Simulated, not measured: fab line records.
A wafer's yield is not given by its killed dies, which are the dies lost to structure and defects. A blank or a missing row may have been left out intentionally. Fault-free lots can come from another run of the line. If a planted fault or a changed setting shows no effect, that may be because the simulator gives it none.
The tool behind it: which one? | flow nand-harc | 24 lots, 72 wafers sampled, at 5 steps of a route of 1302

WHAT EACH GAUGE READ, for each wafer
NHARC_P_M2_THK_MEAS_24: measures by xrf. Usual: thk-nm at 143.9 nm, with a standard deviation of 1.6.
lot  | measured     | on            | thk-nm (nm)       | flag
L074 | day 6 11:05  | film-metro-02 | 143.9 144.7 142.1 |
L075 | day 6 23:38  | film-metro-01 | 143.8 144.8 142.9 |
L076 | day 7 12:29  | film-metro-01 | 145.7 140.1 144.0 |
L077 | day 8 01:03  | film-metro-02 | 144.9 144.4 143.6 |
L078 | day 8 01:47  | film-metro-02 | 145.2 144.4 144.5 |
L079 | day 8 11:01  | film-metro-02 | 144.0 145.5 142.2 |
L080 | day 9 03:05  | film-metro-02 | 146.1 143.4 145.6 |
L081 | day 9 19:10  | film-metro-02 | 142.3 140.9 145.9 |
L082 | day 9 19:47  | film-metro-01 | 144.2 143.0 143.6 |
L084 | day 10 14:35 | film-metro-02 | 144.7 145.7 143.6 |
L083 | day 10 14:58 | film-metro-02 | 139.8 144.6 141.6 |
L085 | day 11 01:21 | film-metro-01 | 142.8 144.4 145.0 |
L086 | day 11 11:46 | film-metro-01 | 142.3 144.8 141.0 |
L088 | day 12 09:26 | film-metro-02 | 141.8 144.4 144.9 |
L087 | day 12 10:39 | film-metro-02 | 145.6 144.2 144.6 |
L089 | day 12 16:49 | film-metro-02 | 145.1 143.2 144.1 |
L090 | day 13 07:43 | film-metro-01 | 143.7 142.4 143.9 |
L091 | day 13 15:19 | film-metro-01 | 143.9 144.4 143.9 |
L092 | day 13 22:33 | film-metro-01 | 143.0 143.1 142.9 |
L093 | day 14 07:50 | film-metro-01 | 145.5 144.1 145.0 |
L094 | day 14 20:04 | film-metro-01 | 143.7 143.4 144.2 |
L095 | day 15 10:53 | film-metro-01 | 141.7 145.7 143.8 |
L096 | day 15 17:17 | film-metro-01 | 139.4 141.7 141.6 |
L097 | day 16 04:31 | film-metro-01 | 145.1 146.8 145.2 |

WHAT TOOL EACH LOT RAN ON (gives the tool, then ch and the chambers of the sampled wafers, and finally the start)
lot  | NHARC_P_M0_CMP_23             | NHARC_P_M2_DESCUM_14               | NHARC_P_M2_ETCH_35                 | NHARC_P_M2_PRE_CLEAN_30
L074 | cmp-02 ch 1,2,3, day 6 02:40  | rie-diel-01 ch 0,3, day 6 08:41    | rie-diel-01 ch 0,1, day 6 08:46    | pvd-sputter-03, day 6 11:05 or earlier
L075 | cmp-03 ch 0,3, day 6 14:59    | rie-diel-11 ch 1,3, day 6 21:09    | rie-diel-11 ch 1,2, day 6 21:14    | pvd-sputter-03, day 6 23:38 or earlier
L076 | cmp-02 ch 0,1,2, day 7 03:48  | rie-diel-11 ch 0,2,3, day 7 10:05  | rie-diel-11 ch 2,3, day 7 10:10    | pvd-sputter-02, day 7 12:29 or earlier
L077 | cmp-02 ch 0,1,3, day 7 14:10  | rie-diel-06 ch 0,1,2, day 7 20:20  | rie-diel-06 ch 0,1,2, day 7 20:24  | pvd-sputter-03, day 8 01:03 or earlier
L078 | cmp-02 ch 1,2, day 7 17:09    | rie-diel-11 ch 1,2, day 7 23:23    | rie-diel-11 ch 0,1, day 7 23:28    | pvd-sputter-03, day 8 01:47 or earlier
L079 | cmp-01 ch 0,2, day 8 02:23    | rie-diel-01 ch 0,1, day 8 08:32    | rie-diel-01 ch 1,2,3, day 8 08:37  | pvd-sputter-01, day 8 11:01 or earlier
L080 | cmp-02 ch 0,1,2, day 8 18:28  | rie-diel-01 ch 2,3, day 9 00:33    | rie-diel-01 ch 0,1,2, day 9 00:39  | pvd-sputter-02, day 9 03:05 or earlier
L081 | cmp-01 ch 0,2,3, day 9 10:29  | rie-diel-11 ch 0,2,3, day 9 16:43  | rie-diel-11 ch 0,1,3, day 9 16:49  | pvd-sputter-02, day 9 19:10 or earlier
L082 | cmp-01 ch 0,3, day 9 10:54    | rie-diel-06 ch 0,1,3, day 9 17:19  | rie-diel-06 ch 2,3, day 9 17:27    | pvd-sputter-01, day 9 19:47 or earlier
L084 | cmp-03 ch 0,2, day 10 05:20   | rie-diel-06 ch 0,1, day 10 11:56   | rie-diel-06 ch 1,2, day 10 12:02   | pvd-sputter-03, day 10 13:04
L083 | cmp-02 ch 0,1, day 10 06:23   | rie-diel-01 ch 0,1,2, day 10 12:35 | rie-diel-01 ch 0,1,3, day 10 12:39 | pvd-sputter-02, day 10 14:58 or earlier
L085 | cmp-03 ch 0,2,3, day 10 15:22 | rie-diel-01 ch 0,1, day 10 22:53   | rie-diel-01 ch 1,2,3, day 10 22:58 | pvd-sputter-02, day 11 01:21 or earlier
L086 | cmp-01 ch 1,2, day 11 02:44   | rie-diel-06 ch 0,3, day 11 09:20   | rie-diel-06 ch 0,2, day 11 09:25   | pvd-sputter-03, day 11 11:46 or earlier
L088 | cmp-03 ch 0,1,2, day 12 00:53 | rie-diel-06 ch 0,1,2, day 12 06:56 | rie-diel-06 ch 0,1,2, day 12 07:01 | pvd-sputter-03, day 12 09:26 or earlier
L087 | cmp-02 ch 0,2,3, day 12 01:55 | rie-diel-06 ch 0,1,3, day 12 08:11 | rie-diel-06 ch 0,1,2, day 12 08:16 | pvd-sputter-01, day 12 10:39 or earlier
L089 | cmp-03 ch 0,1,3, day 12 08:04 | rie-diel-11 ch 1,3, day 12 14:22   | rie-diel-11 ch 1,2,3, day 12 14:28 | pvd-sputter-01, day 12 16:49 or earlier
L090 | cmp-03 ch 0,3, day 12 22:36   | rie-diel-06 ch 0,3, day 13 05:19   | rie-diel-06 ch 0,2,3, day 13 05:24 | pvd-sputter-01, day 13 07:43 or earlier
L091 | cmp-03 ch 0,2, day 13 06:34   | rie-diel-06 ch 2,3, day 13 12:53   | rie-diel-06 ch 1,3, day 13 12:58   | pvd-sputter-03, day 13 15:19 or earlier
L092 | cmp-01 ch 2,3, day 13 14:12   | rie-diel-01 ch 1,3, day 13 20:09   | rie-diel-01 ch 1,2,3, day 13 20:14 | pvd-sputter-02, day 13 22:33 or earlier
L093 | cmp-03 ch 0,1,3, day 13 22:43 | rie-diel-06 ch 1,2,3, day 14 05:19 | rie-diel-06 ch 2,3, day 14 05:24   | pvd-sputter-01, day 14 07:50 or earlier
L094 | cmp-03 ch 0,1,2, day 14 11:23 | rie-diel-01 ch 0,2,3, day 14 17:37 | rie-diel-01 ch 0,3, day 14 17:43   | pvd-sputter-03, day 14 20:04 or earlier
L095 | cmp-03 ch 1,3, day 15 02:19   | rie-diel-11 ch 0,1, day 15 08:28   | rie-diel-11 ch 0,2, day 15 08:33   | pvd-sputter-03, day 15 10:53 or earlier
L096 | cmp-01 ch 1,2,3, day 15 08:43 | rie-diel-06 ch 0,1,3, day 15 14:51 | rie-diel-06 ch 0,1,2, day 15 14:56 | pvd-sputter-01, day 15 17:17 or earlier
L097 | cmp-01 ch 1,2,3, day 15 20:07 | rie-diel-06 ch 0,2, day 16 02:05   | rie-diel-06 ch 0,1,3, day 16 02:11 | pvd-sputter-01, day 16 04:31 or earlier
- NHARC_P_M0_CMP_23: polishes, t overpolish 20 s, target thk 117.54 nm.
- NHARC_P_M2_DESCUM_14: chemistry O2, time 3 s.
- NHARC_P_M2_ETCH_35: etches the open film in N2/H2, target depth 40 nm, overetch 12 nm, time 43.94 s.
- NHARC_P_M2_PRE_CLEAN_30: time 30 s.

WHAT THE TOOLS THEMSELVES READ (means of the sampled wafers that have a number; where no wafer has one, the mark that the record gives instead)
NHARC_P_M0_CMP_23. Usual: motor-current-A 12.5 A, standard deviation 1.1; pad-life-wafers 168, standard deviation 100; time-to-endpoint-s 29 s, standard deviation 3.9.
lot  | tool   | motor-current-A (A) | pad-life-wafers | time-to-endpoint-s (s) | flag
L074 | cmp-02 | 12.9                | 291             | 27                     |
L075 | cmp-03 | 12.7                | 272             | 26                     |
L076 | cmp-02 | 12.6                | 26              | 28                     |
L077 | cmp-02 | 12.7                | 74              | 28                     |
L078 | cmp-02 | 12.1                | 84              | 27                     |
L079 | cmp-01 | 13.6                | 271             | 29                     |
L080 | cmp-02 | 12.3                | 177             | 30                     |
L081 | cmp-01 | 13.0                | 50              | 28                     |
L082 | cmp-01 | 12.4                | 54              | 32                     |
L084 | cmp-03 | 12.8                | 205             | 26                     |
L083 | cmp-02 | 12.3                | 306             | 28                     |
L085 | cmp-03 | 11.4                | 230             | 32                     |
L086 | cmp-01 | 13.7                | 222             | 27                     |
L088 | cmp-03 | 12.7                | 8               | 26                     |
L087 | cmp-02 | 12.3                | 91              | 25                     |
L089 | cmp-03 | 12.5                | 26              | 25                     |
L090 | cmp-03 | 12.4                | 103             | 29                     |
L091 | cmp-03 | 12.3                | 145             | 26                     |
L092 | cmp-01 | 12.7                | 48              | 29                     |
L093 | cmp-03 | 12.7                | 218             | 33                     |
L094 | cmp-03 | 12.6                | 271             | 31                     |
L095 | cmp-03 | 11.4                | 344             | 33                     |
L096 | cmp-01 | 12.8                | 236             | 30                     |
L097 | cmp-01 | 12.6                | 277             | 27                     |

NHARC_P_M2_DESCUM_14. Usual: drypump-motor-current-A 6.01 A, standard deviation 0.28; oes-product-au 0.998 a.u., standard deviation 0.013; rf-vpp-V 57.9 V, standard deviation 0.92; showerhead-plenum-p-Torr 1.93 Torr, standard deviation 0.072; throttle-valve-pct 11.312 %, standard deviation 0.0086.
lot  | tool        | drypump-motor-current-A (A) | oes-product-au (a.u.) | rf-vpp-V (V) | showerhead-plenum-p-Torr (Torr) | throttle-valve-pct (%) | flag
L074 | rie-diel-01 | 6.22                        | 1.000                 | 57.6         | 1.85                            | 11.323                 |
L075 | rie-diel-11 | 5.44                        | 0.993                 | 57.9         | 1.99                            | 11.310                 |
L076 | rie-diel-11 | 5.79                        | 0.997                 | 57.9         | 1.96                            | 11.320                 |
L077 | rie-diel-06 | 6.13                        | 0.993                 | 58.5         | 1.88                            | 11.314                 |
L078 | rie-diel-11 | 5.80                        | 1.013                 | 58.2         | 1.98                            | 11.311                 |
L079 | rie-diel-01 | 6.15                        | 1.000                 | 57.7         | 1.94                            | 11.316                 |
L080 | rie-diel-01 | 5.82                        | 0.998                 | 57.4         | 1.95                            | 11.311                 |
L081 | rie-diel-11 | 5.77                        | 1.000                 | 57.2         | 1.96                            | 11.318                 |
L082 | rie-diel-06 | 6.15                        | 0.989                 | 57.9         | 1.94                            | 11.309                 |
L084 | rie-diel-06 | 6.08                        | 0.983                 | 58.8         | 1.93                            | 11.310                 |
L083 | rie-diel-01 | 6.05                        | 1.001                 | 57.4         | 1.96                            | 11.322                 |
L085 | rie-diel-01 | 6.14                        | 0.993                 | 57.8         | 1.94                            | 11.302                 |
L086 | rie-diel-06 | 6.20                        | 0.988                 | 58.7         | 1.96                            | 11.318                 |
L088 | rie-diel-06 | 6.17                        | 0.982                 | 58.2         | 1.88                            | 11.307                 |
L087 | rie-diel-06 | 6.15                        | 0.996                 | 58.0         | 1.94                            | 11.317                 |
L089 | rie-diel-11 | 5.52                        | 1.029                 | 58.2         | 2.02                            | 11.314                 |
L090 | rie-diel-06 | 6.10                        | 0.989                 | 58.3         | 1.95                            | 11.319                 |
L091 | rie-diel-06 | 6.27                        | 0.992                 | 58.1         | 1.92                            | 11.319                 |
L092 | rie-diel-01 | 5.90                        | 0.999                 | 57.7         | 1.93                            | 11.312                 |
L093 | rie-diel-06 | 6.23                        | 1.014                 | 57.6         | 1.89                            | 11.305                 |
L094 | rie-diel-01 | 5.98                        | 1.000                 | 58.1         | 1.92                            | 11.318                 |
L095 | rie-diel-11 | 5.77                        | 1.020                 | 57.8         | 2.01                            | 11.310                 |
L096 | rie-diel-06 | 6.18                        | 0.996                 | 58.1         | 1.93                            | 11.313                 |
L097 | rie-diel-06 | 6.18                        | 1.004                 | 57.4         | 1.85                            | 11.316                 |

NHARC_P_M2_ETCH_35. Usual: drypump-motor-current-A 6.02 A, standard deviation 0.29; oes-product-au 0.999 a.u., standard deviation 0.013; rf-vpp-V 431.0 V, standard deviation 2.4; showerhead-plenum-p-Torr 2.06 Torr, standard deviation 0.08; throttle-valve-pct 14.171 %, standard deviation 0.0093.
lot  | tool        | drypump-motor-current-A (A) | oes-product-au (a.u.) | rf-vpp-V (V) | showerhead-plenum-p-Torr (Torr) | throttle-valve-pct (%) | flag
L074 | rie-diel-01 | 6.25                        | 1.009                 | 429.9        | 2.01                            | 14.177                 |
L075 | rie-diel-11 | 5.78                        | 1.015                 | 431.8        | 2.11                            | 14.172                 |
L076 | rie-diel-11 | 5.74                        | 1.003                 | 431.5        | 2.09                            | 14.179                 |
L077 | rie-diel-06 | 6.16                        | 0.994                 | 429.4        | 2.00                            | 14.176                 |
L078 | rie-diel-11 | 5.95                        | 0.997                 | 433.0        | 2.13                            | 14.167                 |
L079 | rie-diel-01 | 5.87                        | 0.992                 | 432.4        | 2.12                            | 14.172                 |
L080 | rie-diel-01 | 6.05                        | 0.997                 | 431.5        | 2.09                            | 14.172                 |
L081 | rie-diel-11 | 5.70                        | 0.991                 | 432.7        | 2.12                            | 14.168                 |
L082 | rie-diel-06 | 6.28                        | 0.996                 | 428.7        | 1.98                            | 14.169                 |
L084 | rie-diel-06 | 6.22                        | 0.986                 | 428.3        | 1.99                            | 14.180                 |
L083 | rie-diel-01 | 6.10                        | 0.996                 | 430.5        | 2.04                            | 14.166                 |
L085 | rie-diel-01 | 5.86                        | 1.005                 | 432.1        | 2.11                            | 14.180                 |
L086 | rie-diel-06 | 6.09                        | 0.989                 | 429.9        | 2.02                            | 14.168                 |
L088 | rie-diel-06 | 6.16                        | 0.984                 | 429.7        | 2.00                            | 14.164                 |
L087 | rie-diel-06 | 6.15                        | 0.994                 | 429.1        | 2.00                            | 14.176                 |
L089 | rie-diel-11 | 5.61                        | 1.005                 | 433.2        | 2.12                            | 14.168                 |
L090 | rie-diel-06 | 6.16                        | 0.995                 | 430.5        | 2.03                            | 14.172                 |
L091 | rie-diel-06 | 6.26                        | 0.986                 | 431.9        | 2.07                            | 14.176                 |
L092 | rie-diel-01 | 5.87                        | 1.007                 | 432.3        | 2.11                            | 14.165                 |
L093 | rie-diel-06 | 6.28                        | 1.013                 | 428.5        | 1.98                            | 14.175                 |
L094 | rie-diel-01 | 6.24                        | 0.995                 | 428.2        | 1.97                            | 14.169                 |
L095 | rie-diel-11 | 6.04                        | 1.011                 | 432.1        | 2.09                            | 14.173                 |
L096 | rie-diel-06 | 6.15                        | 1.004                 | 428.7        | 2.00                            | 14.172                 |
L097 | rie-diel-06 | 6.17                        | 1.003                 | 432.0        | 2.06                            | 14.161                 |

NHARC_P_M2_PRE_CLEAN_30. Usual: heater-power-w at 410 W, with a standard deviation of 39.
lot  | tool           | heater-power-w (W) | flag
L074 | pvd-sputter-03 | 427                |
L075 | pvd-sputter-03 | 439                |
L076 | pvd-sputter-02 | 435                |
L077 | pvd-sputter-03 | 407                |
L078 | pvd-sputter-03 | 455                |
L079 | pvd-sputter-01 | 406                |
L080 | pvd-sputter-02 | 402                |
L081 | pvd-sputter-02 | 440                |
L082 | pvd-sputter-01 | 367                |
L084 | pvd-sputter-03 | 386                |
L083 | pvd-sputter-02 | 439                |
L085 | pvd-sputter-02 | 449                |
L086 | pvd-sputter-03 | 429                |
L088 | pvd-sputter-03 | 411                |
L087 | pvd-sputter-01 | 368                |
L089 | pvd-sputter-01 | 415                |
L090 | pvd-sputter-01 | 391                |
L091 | pvd-sputter-03 | 421                |
L092 | pvd-sputter-02 | 432                |
L093 | pvd-sputter-01 | 417                |
L094 | pvd-sputter-03 | 397                |
L095 | pvd-sputter-03 | 425                |
L096 | pvd-sputter-01 | 387                |
L097 | pvd-sputter-01 | 396                |

THE ANSWER, worked out from the rows above alone
Rule: take the mean of a lot's wafers that have a number; if it is more than 3 standard deviations from the usual mean, the lot is off. Also off: a lot with no number at a reading for which 4 or more lots have one. The other lots that the step has rows for count as sound. After the gauges, taken in route order, come the tools' own readings; for these a lot's mean is taken, as printed above. The first step at which some lot is off is used, and at that step the reading that is off furthest; a lot without a number counts as furthest.
No lot is off on any of the readings shown, so nothing can be concluded from this.

WHAT THE SIMULATOR PUT IN
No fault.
